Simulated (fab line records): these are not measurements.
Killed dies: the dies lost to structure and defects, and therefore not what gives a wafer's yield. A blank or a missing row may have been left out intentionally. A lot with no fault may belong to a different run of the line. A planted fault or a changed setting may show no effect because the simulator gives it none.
Chamber matching | flow n5 finfet | N5_BEOL_M4_ETCH_74 on rie diel-04: 3 sister chambers
The step etches underlayer in N2/H2, target depth 6.5 nm, time 5.2 s. 22 wafers are shown with their chamber, then 6 later ones without.

WAFERS PAIRED WITH THEIR CHAMBERS
wafer  | chamber | drypump motor current A (A) | showerhead plenum p Torr (Torr) | throttle valve pct (%)
L075.1 | 3       | 5.9                         | 2.71                            | 17.85
L075.6 | 2       | 5.4                         | 2.56                            | 17.44
L078.1 | 1       | 6.5                         | 2.47                            | 18.11
L078.3 | 2       | 5.4                         | 2.56                            | 17.43
L078.5 | 1       | 6.5                         | 2.47                            | 18.15
L077.1 | 3       | 5.9                         | 2.71                            | 17.87
L077.4 | 1       | 6.5                         | 2.47                            | 18.12
L077.5 | 2       | 5.4                         | 2.56                            | 17.44
L079.1 | 1       | 6.5                         | 2.47                            | 18.15
L079.4 | 1       | 6.5                         | 2.47                            | 18.13
L079.6 | 2       | 5.4                         | 2.56                            | 17.44
L080.2 | 3       | 5.9                         | 2.71                            | 17.89
L080.5 | 2       | 5.4                         | 2.56                            | 17.45
L080.6 | 3       | 5.9                         | 2.71                            | 17.89
L083.1 | 2       | 5.5                         | 2.55                            | 17.46
L083.4 | 1       | 6.5                         | 2.47                            | 18.15
L083.5 | 3       | 5.9                         | 2.70                            | 17.89
L084.1 | 1       | 6.5                         | 2.46                            | 18.15
L084.5 | 1       | 6.5                         | 2.46                            | 18.18
L084.6 | 2       | 5.5                         | 2.55                            | 17.49
L087.1 | 3       | 5.9                         | 2.70                            | 17.94
L087.5 | 1       | 6.5                         | 2.46                            | 18.16

SIGNATURES (averages over the wafers above)
reading                  | chamber 1 | chamber 2 | chamber 3 | scatter within a chamber
drypump motor current A  | 6.500     | 5.429     | 5.900     | 0.0274
showerhead plenum p Torr | 2.4667    | 2.5571    | 2.7067    | 0.00501
throttle valve pct       | 18.1444   | 17.4500   | 17.8883   | 0.0235
Rule: for each reading, subtract the chamber's mean from the wafer's reading, divide by that reading's scatter and square the result; add these up over the readings and take the root, which gives the wafer's distance from the chamber. The wafer belongs to the nearest chamber; if the next one is less than 2 further off, it can't be placed. How the scatter is found: for the shown wafers, subtract from each reading the mean of its chamber, square and add these, divide the total by (wafers less chambers), then take the root.

WAFERS MISSING THEIR CHAMBER
wafer  | drypump motor current A (A) | showerhead plenum p Torr (Torr) | throttle valve pct (%)
L091.2 | 6.5                         | 2.46                            | 18.16
L091.4 | 5.5                         | 2.55                            | 17.51
L095.1 | 5.9                         | 2.70                            | 17.92
L095.3 | 6.5                         | 2.46                            | 18.21
L095.5 | 5.4                         | 2.54                            | 17.50
L096.5 | 6.5                         | 2.46                            | 18.18

WHICH CHAMBER EACH WENT THROUGH
wafer  | from the rows above | in truth
L091.2 | 1                   | 1
L091.4 | 2                   | 2
L095.1 | 3                   | 3
L095.3 | 1                   | 1
L095.5 | 2                   | 2
L096.5 | 1                   | 1
Placed correctly: 6 of 6. Can't be placed from these rows: 0. 0 placed wrongly.
